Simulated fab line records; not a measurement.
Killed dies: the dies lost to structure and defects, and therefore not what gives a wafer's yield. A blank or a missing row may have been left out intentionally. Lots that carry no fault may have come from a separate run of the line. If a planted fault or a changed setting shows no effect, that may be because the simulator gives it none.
fab line records	flow n5_finfet	part 1 of 2: steps 1 to 17 of 28
record: lots: 5	wafers: 15	last_day: 16
route steps=1938 shown BEOL_M9@1430
lots that met no fault: from a run of the same line without faults
start_h: the number of hours between the record's first day and the start of the first shown wafer of the lot	wait_h: hours since the lot's step before	" repeats the value in the row above	L1.1+2: a single row standing in for several wafers	- no value, or no start given	* or withheld: withheld	< > ~ a bound
route shown NAME@n: a module of which the file shows steps, and the number in the route of the first	usual: average and standard deviation across the fault-free wafers	same: alike in all rows	chamber/n: place in a boat	sites: per-site readings	_std_site: standard deviation across them	_edge_site: the outer-site mean with the inner-site mean subtracted	radius_mm: how far each site lies from the wafer's centre	mask NAME#n: copy n	behind: tool/chamber where the wafer was last shaped	hold: cause of the lot's hold/its duration in hours/its outcome	device: the n, p or np transistor that did not switch	end of line: at the end of the route, the tests of the same wafers	step lacking rows: just its recipe	killed: the dies lost at the first sort to structure and to defects; this is not the yield of the wafer	map: the dies of a wafer, with x for killed, . for not killed, _ for no die there
set.NAME: the run value of the setting; set.NAME@STEP: its run value at that earlier step	model.NAME: the simulator's own value behind a step, which no gauge read
certain route steps with their lots: each step a table, each wafer a row
services: from which hour (start_h, from the record's first day; less than 0 if before it) a tool's chamber was out of use, for how many hours, and why
== steps ==
step: N5_BEOL_M9_SOFTBAKE_23
recipe: temp_c: 110	time_s: 60	resist: CAR-EUV
usual: resist_line_temp_C: 23.00/0.1
lot.wafer	tool	chamber	start_h	wait_h	resist_line_temp_C
L082.4	litho_track-03	0	-	-	23.20
L082.5	"	0	"	"	23.10
L082.6	"	0	"	"	23.19
L087.1	litho_track-03	0	-	-	22.95
L087.2	"	0	"	"	22.90
L087.6	"	0	"	"	22.99
L088.2	litho_track-01	0	-	-	22.81
L088.4	"	0	"	"	22.89
L088.6	"	0	"	"	22.89
L090.1	litho_track-04	0	-	-	22.97
L090.3	"	0	"	"	22.97
L090.4	"	0	"	"	23.04
L096.1	litho_track-03	0	-	-	22.95
L096.3	"	0	"	"	22.97
L096.6	"	0	"	"	22.96
step: N5_BEOL_M9_EXPOSE_25
recipe: mask_id: V8	na: 0.33	source_shape: annular	sigma_inner: 0.4	sigma_outer: 0.8	polarization: unpolarized	dose_mj: 37.25
usual: exposure_dose_mJ_cm2: 37.5/0.34	focus_offset_nm: 0.2/0.54
lot.wafer	tool	chamber	start_h	wait_h	mask	exposure_dose_mJ_cm2	focus_offset_nm
L082.4	euv_scanner-02	0	244.91	-	V8#0	37.2	0.0
L082.5	"	0	"	"	V8#0	37.2	0.4
L082.6	"	0	"	"	V8#0	37.2	0.6
L087.1	euv_scanner-01	0	283.88	-	V8#0	37.1	0.5
L087.2	"	0	"	"	V8#0	37.1	0.4
L087.6	"	0	"	"	V8#0	37.0	0.6
L088.2	euv_scanner-01	0	298.74	-	V8#0	37.8	0.1
L088.4	"	0	"	"	V8#0	37.8	-0.4
L088.6	"	0	"	"	V8#0	37.9	-0.2
L090.1	euv_scanner-01	0	298.82	-	V8#0	37.8	0.6
L090.3	"	0	"	"	V8#0	37.9	0.2
L090.4	"	0	"	"	V8#0	37.8	0.7
L096.1	euv_scanner-01	0	340.15	-	V8#0	37.8	0.3
L096.3	"	0	"	"	V8#0	37.8	0.4
L096.6	"	0	"	"	V8#0	37.9	0.7
step: N5_BEOL_M9_PEB_26
recipe: peb_temp_c: 100	peb_time_s: 60	resist: CAR-EUV
usual: resist_line_temp_C: 22.98/0.11
same: peb_time_s: 60
lot.wafer	tool	chamber	start_h	wait_h	resist_line_temp_C
L082.4	litho_track-03	0	244.96	0.0	23.19
L082.5	"	0	"	"	23.26
L082.6	"	0	"	"	23.15
L087.1	litho_track-04	0	283.94	0.1	22.97
L087.2	"	0	"	"	22.96
L087.6	"	0	"	"	22.88
L088.2	litho_track-01	0	298.80	0.0	23.07
L088.4	"	0	"	"	22.87
L088.6	"	0	"	"	22.78
L090.1	litho_track-01	0	298.88	0.1	23.06
L090.3	"	0	"	"	23.05
L090.4	"	0	"	"	23.07
L096.1	litho_track-01	0	340.22	0.1	22.87
L096.3	"	0	"	"	22.99
L096.6	"	0	"	"	22.88
step: N5_BEOL_M9_DEVELOP_27
recipe: develop_time_s: 30	developer: TMAH	resist: CAR-EUV	rinse_liquid: surfactant_rinse	dry: air_spin	dev_temp_c: 23
usual: resist_line_temp_C: 22.97/0.099
lot.wafer	tool	chamber	start_h	wait_h	resist_line_temp_C
L082.4	litho_track-03	0	-	-	22.82
L082.5	"	0	"	"	22.83
L082.6	"	0	"	"	22.80
L087.1	litho_track-04	0	-	-	23.06
L087.2	"	0	"	"	22.95
L087.6	"	0	"	"	22.93
L088.2	litho_track-01	0	-	-	22.84
L088.4	"	0	"	"	22.87
L088.6	"	0	"	"	22.84
L090.1	litho_track-01	0	-	-	23.12
L090.3	"	0	"	"	23.00
L090.4	"	0	"	"	23.13
L096.1	litho_track-01	0	-	-	22.96
L096.3	"	0	"	"	23.06
L096.6	"	0	"	"	22.96
step: N5_BEOL_M9_CD_MEAS_28
recipe: target_cd_nm: 70	landing_energy_ev: 500	detector: se_inlens	polarity: opening
usual: cd_nm: 69.92/0.25
lot.wafer	tool	chamber	start_h	wait_h	cd_nm
L082.4	cd_sem-01	0	245.03	-	69.97
L082.5	"	0	"	"	69.50
L082.6	"	0	"	"	69.60
L087.1	cd_sem-01	0	284.01	-	69.65
L087.2	"	0	"	"	69.70
L087.6	"	0	"	"	69.48
L088.2	cd_sem-01	0	298.87	-	69.88
L088.4	"	0	"	"	69.94
L088.6	"	0	"	"	70.14
L090.1	cd_sem-03	0	298.95	-	69.52
L090.3	"	0	"	"	69.84
L090.4	"	0	"	"	70.02
L096.1	cd_sem-02	0	340.28	-	69.75
L096.3	"	0	"	"	69.90
L096.6	"	0	"	"	69.96
step: N5_BEOL_M9_OVL_MEAS_29
recipe: points_per_wafer: 522
usual: V8_OVL: 0.2/0.68
lot.wafer	tool	chamber	start_h	wait_h	V8_OVL[nm]
L082.4	overlay-02	0	245.07	0.0	1.1
L082.5	"	0	"	"	0.5
L082.6	"	0	"	"	1.1
L087.1	overlay-01	0	284.04	0.0	0.1
L087.2	"	0	"	"	0.4
L087.6	"	0	"	"	-0.3
L088.2	overlay-02	0	298.90	0.0	1.0
L088.4	"	0	"	"	0.7
L088.6	"	0	"	"	0.4
L090.1	overlay-02	0	298.98	0.0	-0.7
L090.3	"	0	"	"	1.0
L090.4	"	0	"	"	-0.3
L096.1	overlay-02	0	340.31	0.0	0.0
L096.3	"	0	"	"	-0.4
L096.6	"	0	"	"	-0.4
step: N5_BEOL_M9_INSPECT_30
recipe: mode: adi	inspect_instrument: brightfield
usual: raw_defect_count: 433/86
lot.wafer	tool	chamber	start_h	wait_h	raw_defect_count
L082.4	defect_inspect-02	-	245.11	0.0	462
L082.5	"	-	"	"	337
L082.6	"	-	"	"	393
L087.1	defect_inspect-02	-	284.10	0.1	550
L087.2	"	-	"	"	535
L087.6	"	-	"	"	430
L088.2	defect_inspect-02	-	298.95	0.0	604
L088.4	"	-	"	"	447
L088.6	"	-	"	"	392
L090.1	defect_inspect-02	-	299.04	0.1	339
L090.3	"	-	"	"	569
L090.4	"	-	"	"	383
L096.1	defect_inspect-02	-	340.37	0.1	410
L096.3	"	-	"	"	361
L096.6	"	-	"	"	457
step: N5_BEOL_M9_DESCUM_33
recipe: chemistry: O2	time_s: 7	source_power_w: 50	bias_power_w: 20	pressure_mtorr: 20	rf_frequency_hz: 2.712e+07	temp_c: 40	resist: CAR-EUV	o2_flow_sccm: 225
usual: drypump_motor_current_A: 5.6/0.44	oes_product_au: 0.76/0.093	rf_vpp_V: 242.9/1.2	showerhead_plenum_p_Torr: 2.09/0.067	throttle_valve_pct: 20.59/0.28
lot.wafer	tool	chamber	start_h	wait_h	drypump_motor_current_A	oes_product_au	rf_hours_counter_h	rf_vpp_V	showerhead_plenum_p_Torr	throttle_valve_pct
L082.4	rie_diel-04	2	245.27	0.2	5.7	0.71	205	242.4	2.17	20.21
L082.5	"	0	"	"	4.7	0.67	-	241.4	1.99	20.74
L082.6	"	1	"	"	6.1	0.93	-	241.8	2.04	20.19
L087.1	rie_diel-03	3	284.14	0.0	5.2	0.72	212	244.5	2.17	20.71
L087.2	"	0	"	"	5.7	0.71	178	244.6	2.17	20.77
L087.6	"	0	"	"	5.7	0.71	-	244.3	2.17	20.76
L088.2	rie_diel-03	0	298.99	0.0	5.7	0.70	183	244.1	2.17	20.77
L088.4	"	1	"	"	5.7	0.71	218	243.3	2.09	20.80
L088.6	"	3	"	"	5.3	0.73	-	244.1	2.17	20.73
L090.1	rie_diel-01	2	299.34	0.3	6.3	0.70	204	242.6	2.09	20.75
L090.3	"	1	"	"	6.0	0.84	67	244.6	2.10	20.00
L090.4	"	0	"	"	5.2	0.91	29	244.3	2.15	20.59
L096.1	rie_diel-01	3	340.41	0.0	5.8	0.69	229	242.5	2.00	20.57
L096.3	"	1	"	"	6.0	0.81	82	244.0	2.10	20.02
L096.6	"	0	"	"	5.3	0.89	-	243.6	2.14	20.60
step: N5_BEOL_M9_ETCH_76
recipe: chemistry: N2/H2	target: underlayer	target_depth_a: 65	mask_material: CAR-EUV	time_s: 5.2	ion_energy_ev: 200	pressure_mtorr: 30	source_w: 840	bias_w: 150	n2_flow_sccm: 200	h2_flow_sccm: 200	ends: cleared
usual: bias_w: 150.0/0.45	drypump_motor_current_A: 5.6/0.44	etch_rf_on_time_s: 5.21/0.12	oes_product_au: 0.64/0.079	rf_vpp_V: 523.4/2.7	showerhead_plenum_p_Torr: 2.52/0.083	throttle_valve_pct: 17.95/0.27
lot.wafer	tool	chamber	start_h	wait_h	bias_w	drypump_motor_current_A	etch_rf_on_time_s	oes_product_au	rf_hours_counter_h	rf_vpp_V	showerhead_plenum_p_Torr	throttle_valve_pct
L082.4	rie_diel-04	2	245.30	0.0	149.9	5.7	5.32	0.59	205	524.7	2.63	17.57
L082.5	"	0	"	"	151.0	4.7	5.20	0.57	-	519.4	2.41	18.25
L082.6	"	1	"	"	150.0	6.0	5.08	0.78	-	521.9	2.49	17.58
L087.1	rie_diel-03	3	284.17	0.0	149.9	5.2	5.15	0.62	212	525.1	2.61	17.95
L087.2	"	0	"	"	149.7	5.7	5.25	0.59	178	527.2	2.65	18.23
L087.6	"	0	"	"	149.9	5.7	5.21	0.60	-	525.9	2.65	18.20
L088.2	rie_diel-03	0	299.02	0.0	149.5	5.7	5.33	0.61	183	526.3	2.65	18.21
L088.4	"	1	"	"	149.9	5.8	5.29	0.62	218	522.4	2.51	18.08
L088.6	"	3	"	"	150.7	5.2	5.15	0.62	-	525.0	2.61	17.94
L090.1	rie_diel-01	2	299.38	0.0	149.4	6.3	5.31	0.60	204	524.1	2.52	18.09
L090.3	"	1	"	"	149.7	6.0	5.15	0.71	67	524.3	2.56	17.45
L090.4	"	0	"	"	150.7	5.3	5.09	0.78	29	524.8	2.58	17.81
L096.1	rie_diel-01	3	340.44	0.0	149.6	5.8	5.54	0.58	229	521.1	2.42	17.93
L096.3	"	1	"	"	150.4	6.0	5.16	0.69	82	524.4	2.55	17.50
L096.6	"	0	"	"	150.2	5.3	5.12	0.75	-	524.8	2.58	17.83
step: N5_BEOL_M9_ETCH_65
recipe: chemistry: CF4	target: SiARC	target_depth_a: 156	mask_material: CAR-EUV	time_s: 26	ion_energy_ev: 80	pressure_mtorr: 40	source_w: 545	bias_w: 36	Ar_flow_sccm: 100	cf4_flow_sccm: 100	ends: cleared
usual: bias_w: 36.00/0.11	drypump_motor_current_A: 5.6/0.44	etch_rf_on_time_s: 26.1/0.56	oes_product_au: 0.64/0.079	rf_vpp_V: 183.9/1.2	showerhead_plenum_p_Torr: 2.13/0.065	throttle_valve_pct: 15.74/0.24
lot.wafer	tool	chamber	start_h	wait_h	bias_w	drypump_motor_current_A	etch_rf_on_time_s	oes_product_au	rf_hours_counter_h	rf_vpp_V	showerhead_plenum_p_Torr	throttle_valve_pct
L082.4	rie_diel-04	2	245.32	0.0	35.83	5.7	26.4	0.60	205	183.4	2.20	15.37
L082.5	"	0	"	"	36.04	4.7	26.1	0.58	-	182.5	2.03	15.79
L082.6	"	1	"	"	35.95	6.1	25.3	0.79	-	183.2	2.12	15.45
L087.1	rie_diel-03	3	284.19	0.0	36.00	5.3	26.2	0.62	212	184.1	2.22	15.97
L087.2	"	0	"	"	36.13	5.6	26.7	0.59	178	184.9	2.21	15.91
L087.6	"	0	"	"	36.03	5.6	26.9	0.60	-	185.5	2.21	15.91
L088.2	rie_diel-03	0	299.04	0.0	36.07	5.6	26.5	0.60	183	185.2	2.21	15.90
L088.4	"	1	"	"	35.85	5.7	26.8	0.61	218	183.4	2.13	15.87
L088.6	"	3	"	"	35.97	5.3	25.9	0.62	-	185.0	2.21	15.98
L090.1	rie_diel-01	2	299.39	0.0	35.93	6.2	26.3	0.60	204	184.0	2.12	15.77
L090.3	"	1	"	"	36.16	6.0	25.6	0.72	67	184.8	2.17	15.31
L090.4	"	0	"	"	35.93	5.3	24.9	0.79	29	184.2	2.18	15.61
L096.1	rie_diel-01	3	340.46	0.0	35.90	5.8	27.2	0.58	229	181.7	2.04	15.73
L096.3	"	1	"	"	36.04	6.0	26.3	0.70	82	182.7	2.16	15.33
L096.6	"	0	"	"	35.78	5.3	25.2	0.76	-	183.6	2.17	15.64
step: N5_BEOL_M9_ETCH_66
recipe: chemistry: N2/H2	target: SOC	target_depth_a: 800	overetch_a: 160	mask_material: SiARC	temp_c: 40	time_s: 120	ion_energy_ev: 200	pressure_mtorr: 30	source_w: 840	bias_w: 150	n2_flow_sccm: 200	h2_flow_sccm: 200
usual: bias_w: 150.0/0.48	drypump_motor_current_A: 5.6/0.44	oes_product_au: 0.58/0.064	rf_vpp_V: 523.3/2.6	showerhead_plenum_p_Torr: 2.52/0.083	throttle_valve_pct: 17.91/0.27
lot.wafer	tool	chamber	start_h	wait_h	bias_w	drypump_motor_current_A	oes_product_au	rf_hours_counter_h	rf_vpp_V	showerhead_plenum_p_Torr	throttle_valve_pct
L082.4	rie_diel-04	2	245.35	0.0	150.3	5.8	0.54	205	525.1	2.63	17.54
L082.5	"	0	"	"	149.3	4.7	0.53	-	518.6	2.41	18.21
L082.6	"	1	"	"	150.3	6.1	0.70	-	522.3	2.49	17.57
L087.1	rie_diel-03	3	284.21	0.0	150.3	5.2	0.56	212	526.0	2.61	17.90
L087.2	"	0	"	"	149.3	5.7	0.54	178	524.8	2.65	18.17
L087.6	"	0	"	"	150.2	5.7	0.55	-	528.4	2.65	18.18
L088.2	rie_diel-03	0	299.07	0.0	150.5	5.7	0.54	183	528.1	2.65	18.19
L088.4	"	1	"	"	149.8	5.8	0.55	218	522.7	2.51	18.02
L088.6	"	3	"	"	150.2	5.2	0.55	-	528.0	2.61	17.91
L090.1	rie_diel-01	2	299.42	0.0	150.3	6.3	0.55	204	522.9	2.52	18.08
L090.3	"	1	"	"	150.7	6.0	0.64	67	525.3	2.56	17.45
L090.4	"	0	"	"	149.2	5.3	0.69	29	524.5	2.58	17.79
L096.1	rie_diel-01	3	340.49	0.0	149.9	5.8	0.54	229	518.7	2.41	17.88
L096.3	"	1	"	"	150.3	6.0	0.63	82	524.9	2.55	17.44
L096.6	"	0	"	"	149.9	5.3	0.68	-	525.2	2.58	17.81
step: N5_BEOL_M9_STRIP_69
recipe: chemistry: N2/H2	temp_c: 40	n2_flow_sccm: 200	h2_flow_sccm: 200	rf_frequency_hz: 6e+07
lot.wafer	tool	chamber	start_h	wait_h
L082.4+5+6	rie_diel-04	2,0,1	245.43	0.0
L087.1+2+6	rie_diel-03	3,0,0	284.30	0.0
L088.2+4+6	rie_diel-03	0,1,3	299.15	0.0
L090.1+3+4	rie_diel-01	2,1,0	299.50	0.0
L096.1+3+6	rie_diel-01	3,1,0	340.57	0.0
step: N5_BEOL_M9_STRIP_77
recipe: chemistry: N2/H2	temp_c: 40	n2_flow_sccm: 200	h2_flow_sccm: 200	rf_frequency_hz: 6e+07
lot.wafer	tool	chamber	start_h	wait_h
L082.4+5+6	rie_diel-04	2,0,1	245.44	0.0
L087.1+2+6	rie_diel-03	3,0,0	284.31	0.0
L088.2+4+6	rie_diel-03	0,1,3	299.16	0.0
L090.1+3+4	rie_diel-01	2,1,0	299.51	0.0
L096.1+3+6	rie_diel-01	3,1,0	340.58	0.0
step: N5_BEOL_M9_VIA_ETCH_34
recipe: chemistry: C4F6/O2	target: SiCOH_lowk	target_depth_a: 1824	mask_material: SOC	taper_deg: 4	time_s: 68.4	ion_energy_ev: 250	pressure_mtorr: 30	source_w: 345	bias_w: 185	Ar_flow_sccm: 300	C4F6_flow_sccm: 10	O2_flow_sccm: 10
usual: bias_w: 185.0/0.64	drypump_motor_current_A: 5.6/0.44	oes_product_au: 0.75/0.092	rf_vpp_V: 662/10	showerhead_plenum_p_Torr: 2.83/0.084	throttle_valve_pct: 21.03/0.25
lot.wafer	tool	chamber	start_h	wait_h	bias_w	drypump_motor_current_A	oes_product_au	rf_hours_counter_h	rf_vpp_V	showerhead_plenum_p_Torr	throttle_valve_pct
L082.4	rie_diel-04	2	245.45	0.0	185.6	5.8	0.69	205	661	2.92	20.56
L082.5	"	0	"	"	186.3	4.7	0.68	-	670	2.71	21.17
L082.6	"	1	"	"	185.0	6.1	0.93	-	674	2.82	20.85
L087.1	rie_diel-03	3	284.32	0.0	185.9	5.2	0.71	212	664	2.95	21.22
L087.2	"	0	"	"	186.0	5.7	0.70	178	667	2.95	21.21
L087.6	"	0	"	"	185.4	5.7	0.70	-	667	2.95	21.23
L088.2	rie_diel-03	0	299.17	0.0	184.9	5.7	0.70	183	667	2.95	21.22
L088.4	"	1	"	"	184.1	5.8	0.71	218	666	2.84	21.21
L088.6	"	3	"	"	184.6	5.2	0.72	-	664	2.95	21.25
L090.1	rie_diel-01	2	299.52	0.0	185.5	6.3	0.70	204	647	2.82	21.05
L090.3	"	1	"	"	184.6	6.0	0.84	67	675	2.88	20.60
L090.4	"	0	"	"	184.8	5.2	0.90	29	645	2.88	20.86
L096.1	rie_diel-01	3	340.59	0.0	185.0	5.8	0.69	229	663	2.70	20.90
L096.3	"	1	"	"	184.8	6.0	0.81	82	675	2.88	20.62
L096.6	"	0	"	"	184.8	5.3	0.89	-	644	2.87	20.89
step: N5_BEOL_M9_STRIP_73
recipe: chemistry: C4F6/O2	resist: SiARC	rf_frequency_hz: 6e+07
lot.wafer	tool	chamber	start_h	wait_h
L082.4+5+6	rie_diel-04	2,0,1	245.50	0.0
L087.1+2+6	rie_diel-03	3,0,0	284.37	0.0
L088.2+4+6	rie_diel-03	0,1,3	299.22	0.0
L090.1+3+4	rie_diel-01	2,1,0	299.57	0.0
L096.1+3+6	rie_diel-01	3,1,0	340.64	0.0
step: N5_BEOL_M9_STRIP_36
recipe: chemistry: N2/H2	power_w: 450	temp_c: 40	pressure_mtorr: 20	rf_frequency_hz: 6e+07	overash_fraction: 0.3	bias_power_w: 7	h2_frac: 0.5	n2_flow_sccm: 200	h2_flow_sccm: 200
usual: drypump_motor_current_A: 5.6/0.44	oes_product_au: 0.75/0.091	rf_vpp_V: 59.2/1.4	showerhead_plenum_p_Torr: 2.52/0.083	throttle_valve_pct: 23.7/0.32
lot.wafer	tool	chamber	start_h	wait_h	drypump_motor_current_A	oes_product_au	rf_hours_counter_h	rf_vpp_V	showerhead_plenum_p_Torr	throttle_valve_pct
L082.4	rie_diel-04	2	245.51	0.0	5.7	0.71	205	60.8	2.62	23.3
L082.5	"	0	"	"	4.7	0.67	-	55.8	2.41	24.2
L082.6	"	1	"	"	6.1	0.92	-	58.4	2.48	23.4
L087.1	rie_diel-03	3	284.38	0.0	5.2	0.73	212	61.9	2.61	23.4
L087.2	"	0	"	"	5.7	0.71	178	61.9	2.65	24.0
L087.6	"	0	"	"	5.7	0.70	-	59.0	2.65	24.0
L088.2	rie_diel-03	0	299.23	0.0	5.6	0.70	183	60.3	2.65	24.0
L088.4	"	1	"	"	5.8	0.71	218	59.7	2.50	24.0
L088.6	"	3	"	"	5.2	0.71	-	62.6	2.61	23.4
L090.1	rie_diel-01	2	299.58	0.0	6.2	0.70	204	58.0	2.52	23.9
L090.3	"	1	"	"	6.0	0.83	67	58.6	2.56	23.3
L090.4	"	0	"	"	5.2	0.92	29	58.2	2.58	23.6
L096.1	rie_diel-01	3	340.65	0.0	5.8	0.69	229	58.5	2.41	23.6
L096.3	"	1	"	"	6.0	0.79	82	58.2	2.55	23.3
L096.6	"	0	"	"	5.3	0.88	-	57.7	2.57	23.6
step: N5_BEOL_M9_TRENCH_ETCH_37
recipe: chemistry: C4F6/O2	target_depth_a: 1514.3	target: SiCOH_lowk	time_s: 49	ion_energy_ev: 250	pressure_mtorr: 30	source_w: 345	bias_w: 185	Ar_flow_sccm: 300	C4F6_flow_sccm: 10	O2_flow_sccm: 10
usual: bias_w: 185.0/0.56	drypump_motor_current_A: 5.6/0.44	oes_product_au: 0.75/0.091	rf_vpp_V: 663/11	showerhead_plenum_p_Torr: 2.83/0.084	throttle_valve_pct: 21.06/0.25
lot.wafer	tool	chamber	start_h	wait_h	bias_w	drypump_motor_current_A	oes_product_au	rf_hours_counter_h	rf_vpp_V	showerhead_plenum_p_Torr	throttle_valve_pct
L082.4	rie_diel-04	2	-	-	184.6	5.7	0.70	205	662	2.92	20.60
L082.5	"	0	"	"	184.5	4.7	0.67	-	671	2.71	21.18
L082.6	"	1	"	"	184.9	6.1	0.93	-	677	2.81	20.87
L087.1	rie_diel-03	3	-	-	184.8	5.2	0.71	212	664	2.95	21.27
L087.2	"	0	"	"	185.1	5.6	0.70	178	667	2.95	21.24
L087.6	"	0	"	"	185.1	5.6	0.69	-	666	2.95	21.25
L088.2	rie_diel-03	0	-	-	185.5	5.6	0.70	183	667	2.95	21.24
L088.4	"	1	"	"	184.9	5.7	0.71	218	663	2.84	21.25
L088.6	"	3	"	"	183.8	5.2	0.72	-	664	2.95	21.27
L090.1	rie_diel-01	2	-	-	184.7	6.3	0.70	204	646	2.82	21.08
L090.3	"	1	"	"	183.4	6.0	0.84	67	676	2.88	20.63
L090.4	"	0	"	"	184.7	5.3	0.92	29	643	2.88	20.89
L096.1	rie_diel-01	3	-	-	185.4	5.8	0.68	229	663	2.70	20.93
L096.3	"	1	"	"	184.9	6.0	0.80	82	673	2.88	20.66
L096.6	"	0	"	"	185.5	5.3	0.88	-	644	2.87	20.91
